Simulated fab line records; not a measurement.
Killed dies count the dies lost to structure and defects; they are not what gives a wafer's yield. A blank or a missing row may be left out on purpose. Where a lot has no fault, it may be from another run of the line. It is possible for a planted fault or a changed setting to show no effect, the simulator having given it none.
Matching of chambers -- flow n5 finfet -- cvd co-02 running N5_BEOL_M0_PRE_CLEAN_131: 3 sister chambers
The step time 15 s. 5 wafers are shown with their chamber, then 7 later ones without.

WAFERS PAIRED WITH THEIR CHAMBERS
wafer,chamber,heater power w (W),rf fwd power W (W)
L313.4,1,29,296.9
L321.3,0,82,297.6
L321.5,2,101,294.8
L322.3,2,104,296.7
L322.4,0,82,297.2

WAFERS WITH NO CHAMBER GIVEN
wafer,heater power w (W),rf fwd power W (W)
L322.6,103,296.3
L324.2,83,297.1
L324.5,29,296.3
L324.6,83,299.0
L327.3,82,299.8
L327.5,30,297.8
L327.6,101,295.0

CHAMBER TAKEN BY EACH
wafer,from the rows above,in truth
L322.6,2,2
L324.2,0,0
L324.5,1,1
L324.6,0,0
L327.3,0,0
L327.5,1,1
L327.6,2,2
Correct placement for 7 of the 7. Can't be placed from these rows: 0. 0 placed wrongly.
How it was worked out, from the rows above alone: a wafer's distance from a chamber is the root of the sum, over the readings, of the square of ((its reading less the chamber's mean) divided by the reading's scatter). If the next closest chamber is less than 2 further off than the closest, the wafer can't be placed; otherwise it belongs to the closest. A chamber's mean is the mean of its shown wafers. The scatter: the root of (the sum of the squares of (reading less its chamber's mean) over the shown wafers, divided by (wafers less chambers)).
